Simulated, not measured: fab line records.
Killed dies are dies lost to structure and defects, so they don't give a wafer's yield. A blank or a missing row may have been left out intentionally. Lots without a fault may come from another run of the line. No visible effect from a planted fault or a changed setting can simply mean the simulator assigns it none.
fab line records + flow n5-finfet
[record]
- lots = 7
- wafers = 39
route steps=1938 shown BEOL_M7@1308
start-h: hours from the record's opening day to when the first of the lot's shown wafers began + wait-h: hours since the lot's step before + " identical to the entry in the row above + L1.1+2: a single row standing in for several wafers + - value missing, or start not given + * or withheld: withheld + < > ~ a bound
route shown NAME@n: a module of which the file shows steps, and the number in the route of the first + usual: mean/standard deviation of fault-free wafers + same: alike in all rows + chamber/n: place in a boat + sites: the reading at each site + _std_site: how widely they spread, as a standard deviation + _edge_site: mean of outer sites minus mean of inner sites + radius-mm: how far each site lies from the wafer's centre + mask NAME#n: copy n + behind: the most recent tool/chamber to have shaped the wafer + hold: why the lot was held/for how many hours/how that ended + device: transistor that didn't switch, given as n, p or np + end of line: the tests these same wafers got at the end of their route + a step with no rows: only its recipe + killed: the dies lost at the first sort to structure and to defects; this is not the yield of the wafer + map: per-die view of a wafer (x killed, . not killed, _ where there is no die)
set.NAME: the setting the step ran with; set.NAME@STEP: the setting that earlier step ran with + model.NAME: the simulator's own value behind a step, which no gauge read
lots where settings were altered on purpose, with a table for each step and a row for each wafer
[[steps]]
[step N5_BEOL_M7_TRENCH_ETCH_37]
[recipe]
- chemistry = C4F6/O2
- target-depth-a = 934.78
- target = SiCOH_lowk
- time-s = 31.2
- ion-energy-ev = 250
- pressure-mtorr = 30
- source-w = 345
- bias-w = 185
- Ar_flow_sccm = 300
- C4F6_flow_sccm = 10
- O2_flow_sccm = 10
| lot.wafer | tool        | chamber | start-h | wait-h | set.target-depth-a | model.etch.depth-nm | model.BEOL_M7.feature-depth-nm | model.TiN_of_BEOL_M7_HM_DEP_02.thk-nm |
|-----------|-------------|---------|---------|--------|--------------------|---------------------|--------------------------------|---------------------------------------|
| L075.1    | rie-diel-02 | 2       | -       | -      | 934.78             | 95.27               | 95.2                           | 17.2                                  |
| L075.2    | "           | 0       | "       | "      | 934.78             | 91.73               | 91.8                           | 17.4                                  |
| L075.3    | "           | 1       | "       | "      | 625                | 62.25               | 62.2                           | 18.4                                  |
| L075.4    | "           | 3       | "       | "      | 625                | 62.63               | 62.6                           | 18                                    |
| L075.5    | "           | 1       | "       | "      | 934.78             | 92.32               | 92.4                           | 17.6                                  |
| L075.6    | "           | 2       | "       | "      | 625                | 63.28               | 63.2                           | 18                                    |
| L077.1    | rie-diel-02 | 1       | -       | -      | 934.78             | 91.45               | 91.4                           | 17.2                                  |
| L077.2    | "           | 2       | "       | "      | 934.78             | 94.36               | 94.4                           | 17.2                                  |
| L077.3    | "           | 3       | "       | "      | 782.7              | 78.19               | 78.2                           | 17.6                                  |
| L077.4    | "           | 0       | "       | "      | 782.7              | 76.6                | 76.6                           | 18                                    |
| L077.5    | "           | 2       | "       | "      | 934.78             | 95.22               | 95.2                           | 17.2                                  |
| L077.6    | "           | 1       | "       | "      | 782.7              | 76.17               | 76.2                           | 17.8                                  |
| L082.1    | rie-diel-03 | 3       | -       | -      | 934.78             | 88.19               | 88.2                           | 17                                    |
| L082.2    | "           | 2       | "       | "      | 934.78             | 91.57               | 91.6                           | 17                                    |
| L082.5    | "           | 2       | "       | "      | 934.78             | 92.42               | 92.4                           | 17                                    |
| L085.1    | rie-diel-02 | 3       | -       | -      | 934.78             | 92.1                | 92.2                           | 17.4                                  |
| L085.2    | "           | 0       | "       | "      | 934.78             | 89.65               | 89.6                           | 17.4                                  |
| L085.3    | "           | 1       | "       | "      | 934.78             | 91.05               | 91                             | 17.4                                  |
| L085.4    | "           | 2       | "       | "      | 934.78             | 92.85               | 92.8                           | 17.8                                  |
| L085.5    | "           | 1       | "       | "      | 934.78             | 90.55               | 90.6                           | 17.4                                  |
| L085.6    | "           | 2       | "       | "      | 934.78             | 93.68               | 93.6                           | 17.2                                  |
| L089.1    | rie-diel-03 | 3       | -       | -      | 934.78             | 89.08               | 89                             | 17.4                                  |
| L089.2    | "           | 1       | "       | "      | 934.78             | 93.55               | 93.6                           | 17                                    |
| L089.3    | "           | 2       | "       | "      | 934.78             | 91.94               | 92                             | 17.4                                  |
| L089.4    | "           | 2       | "       | "      | 934.78             | 92.45               | 92.4                           | 16.8                                  |
| L089.5    | "           | 1       | "       | "      | 934.78             | 93.13               | 93.2                           | 17.2                                  |
| L089.6    | "           | 3       | "       | "      | 934.78             | 89.32               | 89.4                           | 17.4                                  |
| L095.1    | rie-diel-02 | 1       | -       | -      | 1330               | 129.9               | 130                            | 16                                    |
| L095.2    | "           | 0       | "       | "      | 934.78             | 92.56               | 92.6                           | 17.4                                  |
| L095.3    | "           | 2       | "       | "      | 934.78             | 91.67               | 91.6                           | 17.6                                  |
| L095.4    | "           | 3       | "       | "      | 1330               | 131.8               | 131.8                          | 16.8                                  |
| L095.5    | "           | 3       | "       | "      | 934.78             | 92.3                | 92.2                           | 17.4                                  |
| L095.6    | "           | 0       | "       | "      | 1330               | 131.6               | 131.6                          | 16.4                                  |
| L096.1    | rie-diel-02 | 2       | -       | -      | 934.78             | 92.21               | 92.2                           | 18                                    |
| L096.2    | "           | 0       | "       | "      | 457.8              | 45.39               | 45.4                           | 19                                    |
| L096.3    | "           | 3       | "       | "      | 934.78             | 92.76               | 92.8                           | 17.6                                  |
| L096.4    | "           | 1       | "       | "      | 934.78             | 91.61               | 91.6                           | 17.4                                  |
| L096.5    | "           | 1       | "       | "      | 457.8              | 45.3                | 45.4                           | 19                                    |
| L096.6    | "           | 2       | "       | "      | 457.8              | 44.98               | 45                             | 19                                    |
[step N5_BEOL_M7_ETCH_41]
[recipe]
- chemistry = CH3F/O2
- target = SiCN
- target-depth-a = 319
- taper-deg = 2
- time-s = 57.8
- ion-energy-ev = 120
- mask-material = TiN
- pressure-mtorr = 30
- source-w = 395
- bias-w = 75
- Ar_flow_sccm = 150
- CH3F_flow_sccm = 30
- O2_flow_sccm = 20
[step N5_BEOL_M7_STRIP_80]
[recipe]
- chemistry = N2/H2
- time-s = 10
- power-w = 450
- temp-c = 40
- pressure-mtorr = 20
- rf-frequency-hz = 6e+07
- bias-power-w = 7
- n2-flow-sccm = 200
- h2-flow-sccm = 200
[step N5_BEOL_M7_OCD_MEAS_38]
[usual]
- trench-depth-nm = 92.9/2.6
| lot.wafer | tool   | chamber | start-h | wait-h | set.target-depth-a@BEOL_M7_TRENCH_ETCH_37 | trench-depth-nm |
|-----------|--------|---------|---------|--------|-------------------------------------------|-----------------|
| L075.1    | ocd-02 | -       | 197.11  | -      | 934.78                                    | 95.7            |
| L075.2    | "      | -       | "       | "      | 934.78                                    | 91.9            |
| L075.3    | "      | -       | "       | "      | 625                                       | 61.7            |
| L075.4    | "      | -       | "       | "      | 625                                       | 62.7            |
| L075.5    | "      | -       | "       | "      | 934.78                                    | 92.6            |
| L075.6    | "      | -       | "       | "      | 625                                       | 63.2            |
| L077.1    | ocd-02 | -       | 221.45  | -      | 934.78                                    | 90.8            |
| L077.2    | "      | -       | "       | "      | 934.78                                    | 94.3            |
| L077.3    | "      | -       | "       | "      | 782.7                                     | 77.9            |
| L077.4    | "      | -       | "       | "      | 782.7                                     | 76.6            |
| L077.5    | "      | -       | "       | "      | 934.78                                    | 95.1            |
| L077.6    | "      | -       | "       | "      | 782.7                                     | 76.7            |
| L082.1    | ocd-01 | -       | 241.53  | -      | 934.78                                    | 88.3            |
| L082.2    | "      | -       | "       | "      | 934.78                                    | 91.9            |
| L082.5    | "      | -       | "       | "      | 934.78                                    | 92.6            |
| L085.1    | ocd-02 | -       | 263.40  | -      | 934.78                                    | 92.3            |
| L085.2    | "      | -       | "       | "      | 934.78                                    | 89.1            |
| L085.3    | "      | -       | "       | "      | 934.78                                    | 91.2            |
| L085.4    | "      | -       | "       | "      | 934.78                                    | 93.2            |
| L085.5    | "      | -       | "       | "      | 934.78                                    | 90.5            |
| L085.6    | "      | -       | "       | "      | 934.78                                    | 93.3            |
| L089.1    | ocd-02 | -       | 289.14  | -      | 934.78                                    | 89.1            |
| L089.2    | "      | -       | "       | "      | 934.78                                    | 93.6            |
| L089.3    | "      | -       | "       | "      | 934.78                                    | 92.3            |
| L089.4    | "      | -       | "       | "      | 934.78                                    | 92.4            |
| L089.5    | "      | -       | "       | "      | 934.78                                    | 93.0            |
| L089.6    | "      | -       | "       | "      | 934.78                                    | 89.4            |
| L095.1    | ocd-02 | -       | 331.49  | -      | 1330                                      | 129.9           |
| L095.2    | "      | -       | "       | "      | 934.78                                    | 92.9            |
| L095.3    | "      | -       | "       | "      | 934.78                                    | 91.8            |
| L095.4    | "      | -       | "       | "      | 1330                                      | 132.0           |
| L095.5    | "      | -       | "       | "      | 934.78                                    | 92.1            |
| L095.6    | "      | -       | "       | "      | 1330                                      | 131.5           |
| L096.1    | ocd-01 | -       | 337.32  | -      | 934.78                                    | 92.7            |
| L096.2    | "      | -       | "       | "      | 457.8                                     | 45.1            |
| L096.3    | "      | -       | "       | "      | 934.78                                    | 93.5            |
| L096.4    | "      | -       | "       | "      | 934.78                                    | 91.1            |
| L096.5    | "      | -       | "       | "      | 457.8                                     | 45.7            |
| L096.6    | "      | -       | "       | "      | 457.8                                     | 45.0            |
[step N5_BEOL_M7_HM_STRIP_39]
[recipe]
- chemistry = peroxide-tin-strip
- material = TiN
- target-depth-a = 250
- temp-c = 50
- time-s = 158
[step N5_BEOL_M7_SRD_40]
[recipe]
- time-s = 30
- temp-c = 23
- rinse-liquid = diw
- dry = ipa-marangoni
[step N5_BEOL_M7_ECD_50]
[recipe]
- material = Cu
- target-thk-a = 3000
[step N5_BEOL_M7_ANNEAL_51]
[recipe]
- temp-c = 225
- time-s = 90
- ambient = N2
[step N5_BEOL_M7_CMP_52]
[recipe]
- stop-on = SiCOH_lowk
- t-overpolish-s = 6.9
- down-force-psi = 1
- platen-rpm = 50
- clearing-platen-down-force-psi = 1.5
- clearing-platen-rpm = 50
- post-cmp-clean = cu-alkaline
- target-thk-nm = 80
- clearing-platen-pad-velocity-m-s = 0.99484
- pad-velocity-m-s = 0.99484
| lot.wafer | tool   | chamber | start-h | wait-h | set.target-depth-a@BEOL_M7_TRENCH_ETCH_37 | model.Cu_of_BEOL_M7_ECD_50.thk-nm |
|-----------|--------|---------|---------|--------|-------------------------------------------|-----------------------------------|
| L075.1    | cmp-01 | 3       | 203.64  | 0.5    | 934.78                                    | 81.6                              |
| L075.2+5  | "      | 0       | "       | "      | 934.78                                    | 78.2                              |
| L075.4    | "      | 1       | "       | "      | 625                                       | 48.6                              |
| L075.3    | "      | 2       | "       | "      | 625                                       | 47.4                              |
| L075.6    | "      | 3       | "       | "      | 625                                       | 50.4                              |
| L077.1    | cmp-04 | 2       | 225.54  | 0.4    | 934.78                                    | 77.8                              |
| L077.4    | "      | 3       | "       | "      | 782.7                                     | 62.8                              |
| L077.2    | "      | 0       | "       | "      | 934.78                                    | 80                                |
| L077.3    | "      | 1       | "       | "      | 782.7                                     | 64.8                              |
| L077.6    | "      | 2       | "       | "      | 782.7                                     | 63                                |
| L077.5    | "      | 3       | "       | "      | 934.78                                    | 80.8                              |
| L082.2    | cmp-04 | 3       | 244.96  | 0.2    | 934.78                                    | 77                                |
| L082.1    | "      | 0       | "       | "      | 934.78                                    | 71.4                              |
| L082.5    | "      | 3       | "       | "      | 934.78                                    | 77.6                              |
| L085.1+4  | cmp-04 | 2,1     | 266.76  | 0.3    | 934.78                                    | 78.2                              |
| L085.2    | "      | 3       | "       | "      | 934.78                                    | 75                                |
| L085.3    | "      | 0       | "       | "      | 934.78                                    | 75.4                              |
| L085.5    | "      | 2       | "       | "      | 934.78                                    | 76.8                              |
| L085.6    | "      | 3       | "       | "      | 934.78                                    | 79.8                              |
| L089.1    | cmp-03 | 1       | 292.53  | 0.3    | 934.78                                    | 74                                |
| L089.2+3  | "      | 2,0     | "       | "      | 934.78                                    | 81                                |
| L089.4    | "      | 3       | "       | "      | 934.78                                    | 76.2                              |
| L089.5    | "      | 1       | "       | "      | 934.78                                    | 79.4                              |
| L089.6    | "      | 2       | "       | "      | 934.78                                    | 76                                |
| L095.2    | cmp-04 | 0       | 334.43  | 0.2    | 934.78                                    | 76.6                              |
| L095.3    | "      | 1       | "       | "      | 934.78                                    | 78.8                              |
| L095.4    | "      | 2       | "       | "      | 1330                                      | 118.4                             |
| L095.1    | "      | 3       | "       | "      | 1330                                      | 115.6                             |
| L095.5    | "      | 0       | "       | "      | 934.78                                    | 77.2                              |
| L095.6    | "      | 1       | "       | "      | 1330                                      | 116.8                             |
| L096.1    | cmp-03 | 3       | 340.16  | 0.3    | 934.78                                    | 76.2                              |
| L096.2    | "      | 0       | "       | "      | 457.8                                     | 34.2                              |
| L096.4    | "      | 1       | "       | "      | 934.78                                    | 77.6                              |
| L096.3    | "      | 2       | "       | "      | 934.78                                    | 80                                |
| L096.6    | "      | 3       | "       | "      | 457.8                                     | 29                                |
| L096.5    | "      | 0       | "       | "      | 457.8                                     | 33.4                              |
[step N5_BEOL_M7_THK_MEAS_53]
[recipe]
- thk-meas-gauge = xrf
- reads = Cu_of_BEOL_M7_ECD_50
[usual]
- M7_THK = 77.8/2.9
| lot.wafer | tool          | chamber | start-h | wait-h | set.target-depth-a@BEOL_M7_TRENCH_ETCH_37 | M7_THK[nm] |
|-----------|---------------|---------|---------|--------|-------------------------------------------|------------|
| L075.1    | film-metro-02 | -       | 203.94  | -      | 934.78                                    | 80.0       |
| L075.2    | "             | -       | "       | "      | 934.78                                    | 76.3       |
| L075.3    | "             | -       | "       | "      | 625                                       | 46.3       |
| L075.4    | "             | -       | "       | "      | 625                                       | 47.4       |
| L075.5    | "             | -       | "       | "      | 934.78                                    | 76.3       |
| L075.6    | "             | -       | "       | "      | 625                                       | 49.4       |
| L077.1    | film-metro-01 | -       | 225.83  | -      | 934.78                                    | 76.9       |
| L077.2    | "             | -       | "       | "      | 934.78                                    | 78.9       |
| L077.3    | "             | -       | "       | "      | 782.7                                     | 64.4       |
| L077.4    | "             | -       | "       | "      | 782.7                                     | 61.9       |
| L077.5    | "             | -       | "       | "      | 934.78                                    | 80.3       |
| L077.6    | "             | -       | "       | "      | 782.7                                     | 62.1       |
| L082.1    | film-metro-02 | -       | 245.25  | -      | 934.78                                    | 69.6       |
| L082.2    | "             | -       | "       | "      | 934.78                                    | 75.6       |
| L082.5    | "             | -       | "       | "      | 934.78                                    | 76.3       |
| L085.1    | film-metro-02 | -       | 267.06  | -      | 934.78                                    | 76.3       |
| L085.2    | "             | -       | "       | "      | 934.78                                    | 73.6       |
| L085.3    | "             | -       | "       | "      | 934.78                                    | 73.6       |
| L085.4    | "             | -       | "       | "      | 934.78                                    | 76.5       |
| L085.5    | "             | -       | "       | "      | 934.78                                    | 75.2       |
| L085.6    | "             | -       | "       | "      | 934.78                                    | 78.0       |
| L089.1    | film-metro-01 | -       | 292.82  | -      | 934.78                                    | 72.7       |
| L089.2    | "             | -       | "       | "      | 934.78                                    | 79.6       |
| L089.3    | "             | -       | "       | "      | 934.78                                    | 79.7       |
| L089.4    | "             | -       | "       | "      | 934.78                                    | 74.9       |
| L089.5    | "             | -       | "       | "      | 934.78                                    | 78.1       |
| L089.6    | "             | -       | "       | "      | 934.78                                    | 74.9       |
| L095.1    | film-metro-01 | -       | 334.73  | -      | 1330                                      | 113.6      |
| L095.2    | "             | -       | "       | "      | 934.78                                    | 75.1       |
| L095.3    | "             | -       | "       | "      | 934.78                                    | 77.0       |
| L095.4    | "             | -       | "       | "      | 1330                                      | 116.4      |
| L095.5    | "             | -       | "       | "      | 934.78                                    | 75.8       |
| L095.6    | "             | -       | "       | "      | 1330                                      | 114.7      |
| L096.1    | film-metro-02 | -       | 340.45  | -      | 934.78                                    | 74.8       |
| L096.2    | "             | -       | "       | "      | 457.8                                     | 33.6       |
| L096.3    | "             | -       | "       | "      | 934.78                                    | 78.9       |
| L096.4    | "             | -       | "       | "      | 934.78                                    | 76.7       |
| L096.5    | "             | -       | "       | "      | 457.8                                     | 33.0       |
| L096.6    | "             | -       | "       | "      | 457.8                                     | 28.6       |
[step N5_BEOL_M7_PRE_CLEAN_55]
[recipe]
- gas = NH3
- time-s = 15
- temp-c = withheld
- rf-power-w = 300
[step N5_BEOL_M7_DEP_56]
[recipe]
- material = SiCN
- target-thk-a = 100
- temp-c = withheld
- precursor = 3MS/NH3
- pressure-torr = 3
- rf-w = 202
- time-s = 17.5
[step N5_BEOL_M7_RS_MEAS_57]
[recipe]
- thk-meas-gauge = four-point-probe
- reads = Cu_of_BEOL_M7_ECD_50+Co_of_BEOL_M7_CVD_78+TaN_of_BEOL_M7_ALD_77
[usual]
- M7_RS = 0.290/0.013
| lot.wafer | tool          | chamber | start-h | wait-h | set.target-depth-a@BEOL_M7_TRENCH_ETCH_37 | M7_RS[ohm/sq] |
|-----------|---------------|---------|---------|--------|-------------------------------------------|---------------|
| L075.1    | film-metro-01 | -       | 204.10  | 0.1    | 934.78                                    | 0.279         |
| L075.2    | "             | -       | "       | "      | 934.78                                    | 0.294         |
| L075.3    | "             | -       | "       | "      | 625                                       | 0.541         |
| L075.4    | "             | -       | "       | "      | 625                                       | 0.524         |
| L075.5    | "             | -       | "       | "      | 934.78                                    | 0.294         |
| L075.6    | "             | -       | "       | "      | 625                                       | 0.501         |
| L077.1    | film-metro-01 | -       | 225.96  | 0.1    | 934.78                                    | 0.295         |
| L077.2    | "             | -       | "       | "      | 934.78                                    | 0.286         |
| L077.3    | "             | -       | "       | "      | 782.7                                     | 0.367         |
| L077.4    | "             | -       | "       | "      | 782.7                                     | 0.382         |
| L077.5    | "             | -       | "       | "      | 934.78                                    | 0.283         |
| L077.6    | "             | -       | "       | "      | 782.7                                     | 0.380         |
| L082.1    | film-metro-01 | -       | 245.38  | 0.1    | 934.78                                    | 0.327         |
| L082.2    | "             | -       | "       | "      | 934.78                                    | 0.298         |
| L082.5    | "             | -       | "       | "      | 934.78                                    | 0.295         |
| L085.1    | film-metro-02 | -       | 267.22  | 0.1    | 934.78                                    | 0.293         |
| L085.2    | "             | -       | "       | "      | 934.78                                    | 0.309         |
| L085.3    | "             | -       | "       | "      | 934.78                                    | 0.306         |
| L085.4    | "             | -       | "       | "      | 934.78                                    | 0.293         |
| L085.5    | "             | -       | "       | "      | 934.78                                    | 0.299         |
| L085.6    | "             | -       | "       | "      | 934.78                                    | 0.286         |
| L089.1    | film-metro-02 | -       | 292.98  | 0.1    | 934.78                                    | 0.313         |
| L089.2    | "             | -       | "       | "      | 934.78                                    | 0.281         |
| L089.3    | "             | -       | "       | "      | 934.78                                    | 0.282         |
| L089.4    | "             | -       | "       | "      | 934.78                                    | 0.303         |
| L089.5    | "             | -       | "       | "      | 934.78                                    | 0.288         |
| L089.6    | "             | -       | "       | "      | 934.78                                    | 0.303         |
| L095.1    | film-metro-01 | -       | 334.86  | 0.1    | 1330                                      | 0.187         |
| L095.2    | "             | -       | "       | "      | 934.78                                    | 0.301         |
| L095.3    | "             | -       | "       | "      | 934.78                                    | 0.291         |
| L095.4    | "             | -       | "       | "      | 1330                                      | 0.182         |
| L095.5    | "             | -       | "       | "      | 934.78                                    | 0.299         |
| L095.6    | "             | -       | "       | "      | 1330                                      | 0.185         |
| L096.1    | film-metro-01 | -       | 340.58  | 0.1    | 934.78                                    | 0.303         |
| L096.2    | "             | -       | "       | "      | 457.8                                     | 0.821         |
| L096.3    | "             | -       | "       | "      | 934.78                                    | 0.285         |
| L096.4    | "             | -       | "       | "      | 934.78                                    | 0.296         |
| L096.5    | "             | -       | "       | "      | 457.8                                     | 0.850         |
| L096.6    | "             | -       | "       | "      | 457.8                                     | 1.025         |
[[key]]
[split]
- step = N5_BEOL_M7_TRENCH_ETCH_37
- setting = target-depth-a
- stated = 934.78
- by = wafer
[response]
- step = N5_BEOL_M7_TRENCH_ETCH_37
- reading = model.etch.depth-nm
- change = +0.925
- per = 1%
- r = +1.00
[response]
- step = N5_BEOL_M7_TRENCH_ETCH_37
- reading = model.BEOL_M7.feature-depth-nm
- change = +0.925
- per = 1%
- r = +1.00
[response]
- step = N5_BEOL_M7_TRENCH_ETCH_37
- reading = model.TiN_of_BEOL_M7_HM_DEP_02.thk-nm
- change = -0.0256
- per = 1%
- r = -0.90
[response]
- step = N5_BEOL_M7_OCD_MEAS_38
- reading = trench-depth-nm
- change = +0.927
- per = 1%
- r = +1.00
[response]
- step = N5_BEOL_M7_CMP_52
- reading = model.Cu_of_BEOL_M7_ECD_50.thk-nm
- change = +0.916
- per = 1%
- r = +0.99
[response]
- step = N5_BEOL_M7_THK_MEAS_53
- reading = M7_THK
- change = +0.902
- per = 1%
- r = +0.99
[response]
- step = N5_BEOL_M7_RS_MEAS_57
- reading = M7_RS
- change = -0.00777
- per = 1%
- r = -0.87
